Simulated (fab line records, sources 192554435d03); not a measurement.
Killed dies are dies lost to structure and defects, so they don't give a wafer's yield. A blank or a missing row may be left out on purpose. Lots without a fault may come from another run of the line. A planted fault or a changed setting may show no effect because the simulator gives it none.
A sampling plan put to the test | flow n5_finfet | one fab line, 60 faults that these records tell of, each judged on the records of the lots that it struck; 1 more is left out, because the records don't allow judging it
The plan is the line's own looks: the steps of the route at which a gauge or an inspection reads the wafer and doesn't change it. A look can be judged if struck wafers have a number there and the file gives its usual mean and standard deviation on fault-free wafers. Caught: at a look after the fault's first step, the mean of the struck wafers lies 4 or more of those standard deviations (sigma) from the usual mean. On the tool: the same test on the tool's own readings at the fault's steps. Another recipe on the struck wafers, or a record that is blank for them alone, also counts as caught.

THE FAULTS, as the simulator had put them in
1. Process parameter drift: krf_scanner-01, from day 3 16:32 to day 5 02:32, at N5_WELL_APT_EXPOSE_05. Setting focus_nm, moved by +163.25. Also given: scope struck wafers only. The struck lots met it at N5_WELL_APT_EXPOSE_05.
2. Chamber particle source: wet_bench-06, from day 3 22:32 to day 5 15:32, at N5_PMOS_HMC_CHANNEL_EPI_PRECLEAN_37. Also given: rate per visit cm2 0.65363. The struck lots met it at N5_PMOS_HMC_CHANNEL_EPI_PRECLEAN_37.
3. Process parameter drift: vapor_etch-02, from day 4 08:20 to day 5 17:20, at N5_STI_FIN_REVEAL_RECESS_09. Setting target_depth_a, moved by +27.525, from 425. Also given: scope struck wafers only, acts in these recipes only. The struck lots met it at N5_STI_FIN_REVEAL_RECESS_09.
4. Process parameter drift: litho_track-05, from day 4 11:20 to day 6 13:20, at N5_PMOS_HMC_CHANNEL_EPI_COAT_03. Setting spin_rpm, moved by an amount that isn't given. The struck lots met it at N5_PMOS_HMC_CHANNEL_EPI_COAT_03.
5. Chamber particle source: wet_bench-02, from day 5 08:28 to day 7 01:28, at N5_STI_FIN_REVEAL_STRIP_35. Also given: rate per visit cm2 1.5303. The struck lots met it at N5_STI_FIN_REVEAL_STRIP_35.
6. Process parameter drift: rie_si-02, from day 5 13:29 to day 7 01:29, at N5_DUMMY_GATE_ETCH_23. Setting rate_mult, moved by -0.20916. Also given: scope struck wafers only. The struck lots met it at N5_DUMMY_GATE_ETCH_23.
7. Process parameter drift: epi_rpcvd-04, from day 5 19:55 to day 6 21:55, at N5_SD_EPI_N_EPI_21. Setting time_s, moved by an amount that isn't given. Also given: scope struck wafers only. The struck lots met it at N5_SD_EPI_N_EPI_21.
8. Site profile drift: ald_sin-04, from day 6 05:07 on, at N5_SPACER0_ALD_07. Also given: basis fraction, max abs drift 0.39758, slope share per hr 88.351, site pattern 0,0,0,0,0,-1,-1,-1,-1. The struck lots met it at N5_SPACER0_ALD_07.
9. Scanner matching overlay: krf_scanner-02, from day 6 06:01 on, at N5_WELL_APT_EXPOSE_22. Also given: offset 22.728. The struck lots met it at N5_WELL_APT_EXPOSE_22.
10. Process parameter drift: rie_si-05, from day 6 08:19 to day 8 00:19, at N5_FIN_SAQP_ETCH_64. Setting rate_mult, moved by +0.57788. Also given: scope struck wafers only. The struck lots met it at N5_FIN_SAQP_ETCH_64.
11. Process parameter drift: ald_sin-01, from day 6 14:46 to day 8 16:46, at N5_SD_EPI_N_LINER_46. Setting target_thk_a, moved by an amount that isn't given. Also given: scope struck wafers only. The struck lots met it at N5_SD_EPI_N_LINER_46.
12. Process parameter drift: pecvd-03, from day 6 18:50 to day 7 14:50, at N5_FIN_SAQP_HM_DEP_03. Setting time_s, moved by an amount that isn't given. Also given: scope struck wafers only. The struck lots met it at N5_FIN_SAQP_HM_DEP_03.
13. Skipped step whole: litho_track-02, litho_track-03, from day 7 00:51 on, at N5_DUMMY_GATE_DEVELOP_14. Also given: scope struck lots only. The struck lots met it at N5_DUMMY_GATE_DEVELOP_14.
14. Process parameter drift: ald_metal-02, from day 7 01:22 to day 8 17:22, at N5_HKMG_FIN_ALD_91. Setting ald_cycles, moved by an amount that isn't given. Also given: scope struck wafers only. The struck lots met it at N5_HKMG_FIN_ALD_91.
15. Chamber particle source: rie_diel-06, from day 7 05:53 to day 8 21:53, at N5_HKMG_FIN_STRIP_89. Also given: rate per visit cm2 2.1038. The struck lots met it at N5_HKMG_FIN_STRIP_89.
16. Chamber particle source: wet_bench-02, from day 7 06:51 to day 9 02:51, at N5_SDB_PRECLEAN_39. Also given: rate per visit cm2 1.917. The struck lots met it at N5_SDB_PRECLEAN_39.
17. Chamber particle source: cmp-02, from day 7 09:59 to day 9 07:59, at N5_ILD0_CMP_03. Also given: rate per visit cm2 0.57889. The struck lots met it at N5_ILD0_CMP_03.
18. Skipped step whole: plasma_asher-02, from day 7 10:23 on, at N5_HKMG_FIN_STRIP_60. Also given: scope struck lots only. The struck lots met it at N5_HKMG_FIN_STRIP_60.
19. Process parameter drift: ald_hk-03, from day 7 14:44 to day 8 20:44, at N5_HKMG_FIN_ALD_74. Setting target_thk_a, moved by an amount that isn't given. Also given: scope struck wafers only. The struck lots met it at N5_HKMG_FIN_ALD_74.
20. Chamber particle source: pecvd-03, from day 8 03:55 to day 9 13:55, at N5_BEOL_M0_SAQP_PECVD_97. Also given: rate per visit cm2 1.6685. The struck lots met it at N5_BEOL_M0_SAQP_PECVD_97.
21. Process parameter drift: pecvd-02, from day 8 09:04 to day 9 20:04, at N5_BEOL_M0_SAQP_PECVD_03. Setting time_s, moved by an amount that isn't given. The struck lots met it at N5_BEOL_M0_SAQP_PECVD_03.
22. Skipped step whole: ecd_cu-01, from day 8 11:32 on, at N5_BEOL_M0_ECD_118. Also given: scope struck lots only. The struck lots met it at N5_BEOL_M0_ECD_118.
23. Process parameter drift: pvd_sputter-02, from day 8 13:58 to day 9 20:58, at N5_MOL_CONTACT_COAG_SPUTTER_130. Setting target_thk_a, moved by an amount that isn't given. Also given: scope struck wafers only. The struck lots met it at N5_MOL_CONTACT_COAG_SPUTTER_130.
24. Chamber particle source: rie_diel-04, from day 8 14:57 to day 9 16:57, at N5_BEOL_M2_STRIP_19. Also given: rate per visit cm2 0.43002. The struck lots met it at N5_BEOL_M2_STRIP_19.
25. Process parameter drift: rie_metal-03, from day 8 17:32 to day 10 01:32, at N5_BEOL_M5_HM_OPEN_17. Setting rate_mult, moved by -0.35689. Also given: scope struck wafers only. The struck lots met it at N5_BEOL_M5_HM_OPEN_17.
26. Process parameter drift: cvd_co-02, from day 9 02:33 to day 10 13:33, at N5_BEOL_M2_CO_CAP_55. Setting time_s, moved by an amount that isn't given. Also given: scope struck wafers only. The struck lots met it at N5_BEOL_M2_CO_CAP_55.
27. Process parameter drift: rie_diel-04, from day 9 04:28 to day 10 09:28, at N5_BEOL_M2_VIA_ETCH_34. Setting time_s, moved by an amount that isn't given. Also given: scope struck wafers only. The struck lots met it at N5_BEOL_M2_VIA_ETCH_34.
28. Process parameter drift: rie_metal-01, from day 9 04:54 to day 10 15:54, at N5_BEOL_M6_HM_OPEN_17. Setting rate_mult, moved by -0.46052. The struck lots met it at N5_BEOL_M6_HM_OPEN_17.
29. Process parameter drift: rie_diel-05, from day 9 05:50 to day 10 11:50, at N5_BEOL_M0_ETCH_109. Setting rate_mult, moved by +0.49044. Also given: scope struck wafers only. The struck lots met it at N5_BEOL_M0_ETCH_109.
30. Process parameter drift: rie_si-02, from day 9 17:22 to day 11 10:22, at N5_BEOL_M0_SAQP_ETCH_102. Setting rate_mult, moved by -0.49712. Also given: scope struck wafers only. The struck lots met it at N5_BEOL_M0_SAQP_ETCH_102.
31. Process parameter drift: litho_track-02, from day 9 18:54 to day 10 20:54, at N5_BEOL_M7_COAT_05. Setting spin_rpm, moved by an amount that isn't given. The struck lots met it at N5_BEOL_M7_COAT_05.
32. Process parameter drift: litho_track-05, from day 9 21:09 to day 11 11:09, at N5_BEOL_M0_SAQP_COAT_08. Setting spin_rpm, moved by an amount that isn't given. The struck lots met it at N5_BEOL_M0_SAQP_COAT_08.
33. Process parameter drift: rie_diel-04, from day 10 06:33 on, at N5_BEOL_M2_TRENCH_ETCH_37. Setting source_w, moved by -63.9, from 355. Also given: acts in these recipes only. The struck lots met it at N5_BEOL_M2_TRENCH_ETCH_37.
34. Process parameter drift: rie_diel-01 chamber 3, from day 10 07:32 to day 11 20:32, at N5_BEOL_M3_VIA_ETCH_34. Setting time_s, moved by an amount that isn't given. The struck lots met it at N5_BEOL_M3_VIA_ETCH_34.
35. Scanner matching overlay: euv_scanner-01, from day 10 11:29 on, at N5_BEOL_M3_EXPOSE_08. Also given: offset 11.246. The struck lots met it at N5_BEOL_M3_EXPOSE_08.
36. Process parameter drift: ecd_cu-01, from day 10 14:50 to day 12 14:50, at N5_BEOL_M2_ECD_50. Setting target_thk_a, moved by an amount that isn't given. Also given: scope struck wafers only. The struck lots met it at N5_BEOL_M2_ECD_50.
37. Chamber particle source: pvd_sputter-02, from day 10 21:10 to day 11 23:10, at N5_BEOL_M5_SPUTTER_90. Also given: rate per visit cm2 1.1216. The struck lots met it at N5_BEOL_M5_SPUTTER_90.
38. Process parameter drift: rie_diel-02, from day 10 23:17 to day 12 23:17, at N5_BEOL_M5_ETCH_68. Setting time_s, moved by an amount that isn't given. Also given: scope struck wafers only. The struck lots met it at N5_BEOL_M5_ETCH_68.
39. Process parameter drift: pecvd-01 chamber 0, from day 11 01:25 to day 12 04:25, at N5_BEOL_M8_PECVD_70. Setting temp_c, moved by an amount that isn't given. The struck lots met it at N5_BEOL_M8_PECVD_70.
40. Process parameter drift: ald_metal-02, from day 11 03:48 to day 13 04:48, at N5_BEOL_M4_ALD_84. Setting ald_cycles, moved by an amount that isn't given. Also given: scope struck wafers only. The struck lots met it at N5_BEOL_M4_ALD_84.
41. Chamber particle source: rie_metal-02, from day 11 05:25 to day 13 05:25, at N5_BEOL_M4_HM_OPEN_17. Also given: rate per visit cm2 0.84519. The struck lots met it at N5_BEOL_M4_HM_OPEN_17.
42. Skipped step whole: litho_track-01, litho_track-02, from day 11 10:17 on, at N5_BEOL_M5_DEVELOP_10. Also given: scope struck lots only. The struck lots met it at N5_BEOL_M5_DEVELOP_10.
43. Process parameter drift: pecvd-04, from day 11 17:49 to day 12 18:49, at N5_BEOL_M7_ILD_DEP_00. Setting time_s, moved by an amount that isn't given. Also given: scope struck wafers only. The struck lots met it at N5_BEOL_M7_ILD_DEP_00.
44. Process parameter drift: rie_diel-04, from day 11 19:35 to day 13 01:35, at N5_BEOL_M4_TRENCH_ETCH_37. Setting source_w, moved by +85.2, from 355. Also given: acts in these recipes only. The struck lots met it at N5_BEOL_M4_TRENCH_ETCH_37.
45. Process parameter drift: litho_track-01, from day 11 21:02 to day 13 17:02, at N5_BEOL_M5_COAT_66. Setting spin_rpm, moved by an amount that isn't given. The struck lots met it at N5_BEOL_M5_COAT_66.
46. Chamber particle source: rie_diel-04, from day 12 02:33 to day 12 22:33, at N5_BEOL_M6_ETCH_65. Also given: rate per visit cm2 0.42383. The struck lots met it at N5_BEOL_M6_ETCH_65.
47. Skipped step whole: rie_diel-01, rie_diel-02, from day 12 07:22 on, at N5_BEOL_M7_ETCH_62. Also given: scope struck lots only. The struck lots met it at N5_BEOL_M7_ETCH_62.
48. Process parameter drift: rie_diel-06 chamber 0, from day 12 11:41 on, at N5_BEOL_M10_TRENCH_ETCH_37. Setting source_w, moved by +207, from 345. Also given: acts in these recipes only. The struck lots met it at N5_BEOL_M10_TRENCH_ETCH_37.
49. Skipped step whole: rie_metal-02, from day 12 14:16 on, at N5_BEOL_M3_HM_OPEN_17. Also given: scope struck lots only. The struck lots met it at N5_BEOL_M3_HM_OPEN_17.
50. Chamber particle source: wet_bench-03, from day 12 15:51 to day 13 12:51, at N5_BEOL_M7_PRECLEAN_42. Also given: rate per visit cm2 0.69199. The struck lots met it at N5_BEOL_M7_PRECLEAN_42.
51. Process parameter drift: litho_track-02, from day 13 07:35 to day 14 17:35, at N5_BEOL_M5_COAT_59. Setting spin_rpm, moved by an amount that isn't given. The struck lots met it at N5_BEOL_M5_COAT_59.
52. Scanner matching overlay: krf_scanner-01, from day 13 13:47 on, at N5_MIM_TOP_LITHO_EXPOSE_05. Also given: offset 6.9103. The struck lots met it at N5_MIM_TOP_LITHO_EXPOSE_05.
53. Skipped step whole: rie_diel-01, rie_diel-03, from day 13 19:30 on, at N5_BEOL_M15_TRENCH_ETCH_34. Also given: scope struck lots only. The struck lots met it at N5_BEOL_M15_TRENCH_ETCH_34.
54. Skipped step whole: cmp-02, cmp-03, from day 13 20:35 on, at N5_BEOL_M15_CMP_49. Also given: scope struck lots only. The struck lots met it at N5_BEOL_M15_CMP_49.
55. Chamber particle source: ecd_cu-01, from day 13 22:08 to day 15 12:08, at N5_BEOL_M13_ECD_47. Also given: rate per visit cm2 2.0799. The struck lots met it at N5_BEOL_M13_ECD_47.
56. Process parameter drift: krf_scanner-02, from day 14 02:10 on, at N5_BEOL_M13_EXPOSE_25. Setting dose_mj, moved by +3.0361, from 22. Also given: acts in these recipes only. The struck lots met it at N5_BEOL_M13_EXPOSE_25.
57. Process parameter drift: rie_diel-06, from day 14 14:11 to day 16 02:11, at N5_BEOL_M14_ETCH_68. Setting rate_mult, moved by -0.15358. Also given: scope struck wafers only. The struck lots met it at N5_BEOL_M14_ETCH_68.
58. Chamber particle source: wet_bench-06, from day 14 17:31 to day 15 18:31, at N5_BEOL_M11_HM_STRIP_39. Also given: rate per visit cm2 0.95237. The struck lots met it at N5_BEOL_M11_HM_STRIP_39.
59. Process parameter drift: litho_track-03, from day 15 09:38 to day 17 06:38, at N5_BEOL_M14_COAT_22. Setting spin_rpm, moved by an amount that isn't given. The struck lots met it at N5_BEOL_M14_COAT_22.
60. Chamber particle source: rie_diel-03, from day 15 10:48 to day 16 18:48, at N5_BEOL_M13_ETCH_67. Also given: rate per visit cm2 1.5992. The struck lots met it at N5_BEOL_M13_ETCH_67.

WHAT THE PLAN SAW
fault | on the tool itself                               | first look that catches it                      | reading, sigma                                                      | median hours from its first step to that look | hours from the fault's start to the first struck lot there | judged looks passed uncaught
1     | under 2 sigma                                    | none of the 3 looks that can be judged after it | strongest: cd_nm at N5_WELL_APT_CD_MEAS_08, -3.5                    | -                                             | -                                                          | 3
2     | no reading that can be judged                    | N5_PMOS_HMC_CHANNEL_EPI_INSPECT_30              | raw_defect_count +64                                                | 0.5                                           | 4                                                          | 0
3     | under 2 sigma                                    | none of the 2 looks that can be judged after it | strongest: trench_depth_nm at N5_STI_FIN_REVEAL_FIN_H_MEAS_10, +2.9 | -                                             | -                                                          | 2
4     | spin_speed_rpm -39 sigma                         | none of the 4 looks that can be judged after it | -                                                                   | -                                             | -                                                          | 4
5     | no reading that can be judged                    | N5_STI_FIN_REVEAL_INSPECT_13                    | raw_defect_count +99 or beyond                                      | 0.3                                           | 8                                                          | 2
6     | oes_product_au -10 sigma                         | not the one look that can be judged after it    | strongest: DIBL_N at N5_BEOL_M4_RC_MEAS_101, +2.4                   | -                                             | -                                                          | 1
7     | no reading that can be judged                    | N5_SD_EPI_N_EPI_MEAS_23                         | thk_nm -5.0                                                         | 1.7                                           | 6                                                          | 0
8     | under 2 sigma                                    | not the one look that can be judged after it    | -                                                                   | -                                             | -                                                          | 1
9     | under 2 sigma                                    | N5_WELL_APT_OVL_MEAS_26                         | PWELL_OVL +4.6                                                      | 0.2                                           | 3                                                          | 1
10    | oes_product_au +11 sigma                         | not the one look that can be judged after it    | -                                                                   | -                                             | -                                                          | 1
11    | under 2 sigma                                    | N5_BEOL_M4_RC_MEAS_101                          | REXT_P -5.0                                                         | 104.7                                         | 111                                                        | 0
12    | under 2 sigma                                    | N5_FIN_SAQP_THK_MEAS_05                         | thk_nm +8.4                                                         | 0.1                                           | 3                                                          | 0
13    | no reading that can be judged                    | no look after it can be judged                  | -                                                                   | -                                             | -                                                          | 0
14    | under 2 sigma                                    | N5_BEOL_M4_RC_MEAS_101                          | IOFF_N_LONG +99 or beyond                                           | 87.5                                          | 102                                                        | 0
15    | under 2 sigma                                    | no look after it can be judged                  | -                                                                   | -                                             | -                                                          | 0
16    | under 2 sigma                                    | not the one look that can be judged after it    | -                                                                   | -                                             | -                                                          | 1
17    | under 2 sigma                                    | not the one look that can be judged after it    | -                                                                   | -                                             | -                                                          | 1
18    | the tool's record is blank for the struck wafers | N5_HKMG_FIN_INSPECT_14                          | raw_defect_count +11                                                | 2.4                                           | 6                                                          | 0
19    | under 2 sigma                                    | N5_BEOL_M4_RC_MEAS_101                          | IOFF_P_LONG +26                                                     | 87.2                                          | 90                                                         | 0
20    | under 2 sigma                                    | N5_BEOL_M0_SAQP_INSPECT_16                      | raw_defect_count +10                                                | 0.7                                           | 3                                                          | 0
21    | run_length_s -22 sigma                           | not the one look that can be judged after it    | -                                                                   | -                                             | -                                                          | 1
22    | no reading that can be judged                    | N5_BEOL_M0_RS_MEAS_126                          | M0_RS +99 or beyond                                                 | 0.9                                           | 3                                                          | 0
23    | under 2 sigma                                    | not the one look that can be judged after it    | -                                                                   | -                                             | -                                                          | 1
24    | under 2 sigma                                    | no look after it can be judged                  | -                                                                   | -                                             | -                                                          | 0
25    | under 2 sigma                                    | N5_BEOL_M5_OCD_MEAS_38                          | trench_depth_nm -35                                                 | 2.2                                           | 4                                                          | 1
26    | run_length_s +99 or beyond sigma                 | not the one look that can be judged after it    | -                                                                   | -                                             | -                                                          | 1
27    | run_length_s -16 sigma                           | not the one look that can be judged after it    | -                                                                   | -                                             | -                                                          | 1
28    | under 2 sigma                                    | no look after it can be judged                  | -                                                                   | -                                             | -                                                          | 0
29    | under 2 sigma                                    | not the one look that can be judged after it    | -                                                                   | -                                             | -                                                          | 1
30    | oes_product_au -18 sigma                         | not the one look that can be judged after it    | -                                                                   | -                                             | -                                                          | 1
31    | spin_speed_rpm -99 or beyond sigma               | none of the 3 looks that can be judged after it | -                                                                   | -                                             | -                                                          | 3
32    | spin_speed_rpm +99 or beyond sigma               | none of the 4 looks that can be judged after it | -                                                                   | -                                             | -                                                          | 4
33    | rf_fwd_power_W -34 sigma                         | none of the 2 looks that can be judged after it | strongest: trench_depth_nm at N5_BEOL_M2_OCD_MEAS_38, -2.5          | -                                             | -                                                          | 2
34    | run_length_s -19 sigma                           | not the one look that can be judged after it    | -                                                                   | -                                             | -                                                          | 1
35    | under 2 sigma                                    | N5_BEOL_M3_OVL_MEAS_12                          | M3_OVL +13                                                          | 0.2                                           | 6                                                          | 0
36    | no reading that can be judged                    | not the one look that can be judged after it    | -                                                                   | -                                             | -                                                          | 1
37    | under 2 sigma                                    | none of the 4 looks that can be judged after it | -                                                                   | -                                             | -                                                          | 4
38    | run_length_s +33 sigma                           | no look after it can be judged                  | -                                                                   | -                                             | -                                                          | 0
39    | susceptor_temp_C -99 or beyond sigma             | no look after it can be judged                  | -                                                                   | -                                             | -                                                          | 0
40    | under 2 sigma                                    | N5_BEOL_M4_RC_MEAS_101                          | CHAIN_V3 +7.3                                                       | 3.5                                           | 3                                                          | 0
41    | under 2 sigma                                    | N5_BEOL_M4_INSPECT_30                           | raw_defect_count +5.3                                               | 0.7                                           | 8                                                          | 0
42    | no reading that can be judged                    | no look after it can be judged                  | -                                                                   | -                                             | -                                                          | 0
43    | under 2 sigma                                    | N5_BEOL_M7_THK_MEAS_01                          | M7_ILD_THK -8.9                                                     | 0.9                                           | 11                                                         | 0
44    | rf_fwd_power_W +46 sigma                         | none of the 2 looks that can be judged after it | strongest: trench_depth_nm at N5_BEOL_M4_OCD_MEAS_38, +3.3          | -                                             | -                                                          | 2
45    | spin_speed_rpm -99 or beyond sigma               | no look after it can be judged                  | -                                                                   | -                                             | -                                                          | 0
46    | under 2 sigma                                    | no look after it can be judged                  | -                                                                   | -                                             | -                                                          | 0
47    | the tool's record is blank for the struck wafers | no look after it can be judged                  | -                                                                   | -                                             | -                                                          | 0
48    | rf_fwd_power_W +99 or beyond sigma               | N5_BEOL_M10_OCD_MEAS_38                         | trench_depth_nm +6.6                                                | 0.2                                           | 3                                                          | 0
49    | the tool's record is blank for the struck wafers | no look after it can be judged                  | -                                                                   | -                                             | -                                                          | 0
50    | no reading that can be judged                    | none of the 4 looks that can be judged after it | -                                                                   | -                                             | -                                                          | 4
51    | spin_speed_rpm -99 or beyond sigma               | no look after it can be judged                  | -                                                                   | -                                             | -                                                          | 0
52    | no reading that can be judged                    | no look after it can be judged                  | -                                                                   | -                                             | -                                                          | 0
53    | no reading that can be judged                    | N5_BEOL_M15_RS_MEAS_54                          | M15_RS +99 or beyond                                                | 3.4                                           | 5                                                          | 0
54    | the tool's record is blank for the struck wafers | N5_BEOL_M15_THK_MEAS_50                         | M15_THK +41                                                         | 0.3                                           | 0                                                          | 0
55    | no reading that can be judged                    | not the one look that can be judged after it    | -                                                                   | -                                             | -                                                          | 1
56    | exposure_dose_mJ_cm2 +99 or beyond sigma         | N5_BEOL_M13_CD_MEAS_28                          | cd_nm +8.6                                                          | 0.2                                           | 1                                                          | 0
57    | under 2 sigma                                    | no look after it can be judged                  | -                                                                   | -                                             | -                                                          | 0
58    | no reading that can be judged                    | no look after it can be judged                  | -                                                                   | -                                             | -                                                          | 0
59    | spin_speed_rpm -99 or beyond sigma               | none of the 3 looks that can be judged after it | -                                                                   | -                                             | -                                                          | 3
60    | under 2 sigma                                    | no look after it can be judged                  | -                                                                   | -                                             | -                                                          | 0
A dash: the fault isn't caught, or these records don't give the number.

Caught at a look: 20 of 60. Caught on the tool: 23 of 60. By one or the other: 39 of 60.
Caught on the tool alone: faults 4, 6, 10, 21, 26, 27, 30, 31, 32, 33, 34, 38, 39, 44, 45, 47, 49, 51, 59.
Caught at a look alone: faults 2, 5, 7, 9, 11, 12, 14, 19, 20, 22, 25, 35, 40, 41, 43, 53.
Caught by neither: faults 1, 3, 8, 13, 15, 16, 17, 23, 24, 28, 29, 36, 37, 42, 46, 50, 52, 55, 57, 58, 60.

THINNER SAMPLING
If the look that catches a fault measured only every second or every third lot, by lot number, the first struck lot would be measured this late in the worst case:
fault | struck lots at that look, in order of time | every lot | every second lot | every third lot
2     | L526, L531                                 | 4 h       | 34 h             | may miss all 2
5     | L312, L313                                 | 8 h       | 13 h             | may miss all 2
7     | L470, L471, L473                           | 6 h       | 13 h             | may miss all 3
9     | L209, L210                                 | 3 h       | 9 h              | may miss all 2
11    | L517, L519                                 | 111 h     | may miss all 2   | may miss all 2
12    | L711                                       | 3 h       | may miss it      | may miss it
14    | L952, L954                                 | 102 h     | may miss all 2   | may miss all 2
18    | L564, L565, L566                           | 6 h       | 11 h             | 16 h
19    | L592, L593, L594                           | 90 h      | 95 h             | 108 h
20    | L465, L467                                 | 3 h       | may miss all 2   | may miss all 2
22    | L974, L975                                 | 3 h       | 8 h              | may miss all 2
25    | L631                                       | 4 h       | may miss it      | may miss it
35    | L809, L810                                 | 6 h       | 6 h              | may miss all 2
40    | L291, L293, L296                           | 3 h       | 30 h             | may miss all 3
41    | L614, L616                                 | 8 h       | may miss all 2   | may miss all 2
43    | L261, L263                                 | 11 h      | may miss all 2   | may miss all 2
48    | L871                                       | 3 h       | may miss it      | may miss it
53    | L465, L468                                 | 5 h       | 22 h             | may miss all 2
54    | L555, L554                                 | 0 h       | 4 h              | may miss all 2
56    | L354, L357                                 | 1 h       | 18 h             | may miss all 2
Hours are from the fault's start to the first struck lot that is measured. The limit of 4 sigma was tested on all struck wafers together, so one lot alone may lie under it. Other struck lots may not be in these records.

THE LONGEST TIMED WAY FROM STEP TO LOOK
Fault 11: a median of 104.7 hours passes between N5_SD_EPI_N_LINER_46 and N5_BEOL_M4_RC_MEAS_101. No look between them can be judged.
